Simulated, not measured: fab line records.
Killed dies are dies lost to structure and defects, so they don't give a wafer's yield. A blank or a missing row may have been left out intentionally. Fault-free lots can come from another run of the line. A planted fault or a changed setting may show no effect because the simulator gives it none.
A struck lot beside a sound one :: flow n5 finfet :: 34 steps out of a route of 1938
Sound: these wafers, L815.4, L815.5, L815.6. Struck: wafer L827.6. (L827.1, L827.3 of the same lot were not struck and are left out.) The cause comes at the end.
Per side, at each step with rows, come the tool, then ch with its chambers, and then its first start. Under that, the readings that differ: sound wafers :: struck wafers :: difference of the means :: sigmas: that difference in standard deviations of wafers without a fault.
alike: words and numbers the same on both sides, and readings whose means are apart by under 2 such deviations; not compared: readings that were withheld, readings missing a value for some wafer, numbers with overlapping values and no deviation given by the record, and bounds like >300 which may hide the same value.
Wherever a step has rows on one side only, a row that says differs or no value, or a row with sigmas, the two part there. When numbers do not overlap yet have no deviation, they are printed without sigmas and do not part them. A reading missing from all wafers of one side parts the sides only when that side holds two or more wafers.

first, 9 steps without rows for these wafers: N5_BEOL_M1_ILD_DEP_00 (deposits SiOC from DEMS/O2, target thk 79 nm, time 15.3 s); N5_BEOL_M1_PECVD_72 (deposits SiO2 from TEOS/O2, target thk 16 nm, time 18 s); N5_BEOL_M1_HM_DEP_02 (deposits TiN, target thk 20 nm); N5_BEOL_M1_COAT_61 (time 60 s, resist thk 60 nm); N5_BEOL_M1_COAT_62 (time 60 s, resist thk 12 nm); N5_BEOL_M1_COAT_73 (time 60 s, resist thk 5 nm); N5_BEOL_M1_COAT_05 (resist thk 30 nm); N5_BEOL_M1_EBR_07; N5_BEOL_M1_SOFTBAKE_06 (time 60 s).
N5_BEOL_M1_EXPOSE_08: exposes mask M1.
  sound on euv scanner-01 ch 0, day 6 08:39; struck on euv scanner-01 ch 0, day 9 00:47
  alike: mask, focus offset nm, stage msd nm
then, 3 steps without rows for these wafers: N5_BEOL_M1_PEB_09 (peb time 60 s); N5_BEOL_M1_DEVELOP_10 (develop time 30 s); N5_BEOL_M1_DESCUM_16 (chemistry O2, time 7 s).
N5_BEOL_M1_ETCH_74: etches underlayer in N2/H2, target depth 6.5 nm, time 5.2 s.
  sound on rie diel-05 ch 0,2,3, day 6 08:55; struck on rie diel-04 ch 1, day 9 01:22
reading: model.BEOL_M1.cd offset nm (nm)
sound: -0.2 0 0
struck: -0.4
difference: -0.3
sigmas: 
  alike: chamber pressure mTorr, drypump motor current A, etch rf on time s, h2 flow sccm, oes product au, rf vpp V, showerhead plenum p Torr, throttle valve pct
  not compared: rf hours counter h
N5_BEOL_M1_ETCH_63: etches SiARC in CF4, target depth 15.6 nm, time 26 s.
  sound on rie diel-05 ch 0,2,3, day 6 08:56; struck on rie diel-04 ch 1, day 9 01:23
reading: model.BEOL_M1.cd offset nm (nm)
sound: 0 -0.2 0.2
struck: -0.4
difference: -0.4
sigmas: 
  alike: chamber pressure mTorr, drypump motor current A, etch rf on time s, oes product au, rf vpp V, showerhead plenum p Torr, throttle valve pct
  not compared: rf hours counter h
then, 17 steps without rows for these wafers: N5_BEOL_M1_ETCH_64 (etches SOC in N2/H2, target depth 75 nm, overetch 15 nm, time 112.5 s); N5_BEOL_M1_STRIP_65 (strips in N2/H2); N5_BEOL_M1_STRIP_75 (strips in N2/H2); N5_BEOL_M1_STRIP_66 (strips in CF4); N5_BEOL_M1_HM_OPEN_17 (chemistry Cl2/BCl3, target TiN, target depth 20 nm, overetch 6 nm); N5_BEOL_M1_STRIP_19 (strips in O2); N5_BEOL_M1_COAT_67 (time 60 s, resist thk 60 nm); N5_BEOL_M1_COAT_68 (time 60 s, resist thk 12 nm); N5_BEOL_M1_COAT_76 (time 60 s, resist thk 5 nm); N5_BEOL_M1_COAT_22 (resist thk 30 nm); N5_BEOL_M1_EBR_24; N5_BEOL_M1_SOFTBAKE_23 (time 60 s); N5_BEOL_M1_EXPOSE_25 (exposes mask V0, defocus 5 nm, target cd 24 nm); N5_BEOL_M1_PEB_26 (peb time 60 s); N5_BEOL_M1_DEVELOP_27 (develop time 30 s); N5_BEOL_M1_DESCUM_33 (chemistry O2, time 7 s); N5_BEOL_M1_ETCH_77 (etches underlayer in N2/H2, target depth 6.5 nm, time 5.2 s).
-- the record jumps here: 2 days lie between the struck wafers' starts before and after (it left off in module BEOL_M1 and takes up again in module BEOL_M4, whose first step shown is number 1111 of the route) --
N5_BEOL_M4_RC_MEAS_101:
  sound on prober-01 ch 0, day 8 00:20; struck on prober-01 ch 0, day 11 02:02
reading: IOFF_P (nA/um)
sound: 0.22 0.21 0.26
struck: 0.16
difference: -0.07
sigmas: -2

reading: ION_P (uA/um)
sound: 475 470 473
struck: 448
difference: -25
sigmas: -4

reading: VT_N (mV)
sound: 248.1 250.9 247.8
struck: 255.5
difference: +6.6
sigmas: +2

reading: VT_P (mV)
sound: -245 -248 -246
struck: -256
difference: -10
sigmas: -3
  alike: DIBL_N, DIBL_P, IOFF_N, ION_N, SS_N, SS_P
-- here the record skips 4 days between the struck wafers' starts before and after, leaving off in module BEOL_M4 and picking up in module PASSIVATION (first step shown: number 1936 of the route) --
N5_PASSIVATION_PROBE_49:
  record: rows for the struck wafers here (prober-01, day 15 02:04), none for the sound ones

== WHERE THEY PART ==
First at N5_BEOL_M4_RC_MEAS_101; last, within this record, at N5_PASSIVATION_PROBE_49.

WHY: the cause the simulator had injected
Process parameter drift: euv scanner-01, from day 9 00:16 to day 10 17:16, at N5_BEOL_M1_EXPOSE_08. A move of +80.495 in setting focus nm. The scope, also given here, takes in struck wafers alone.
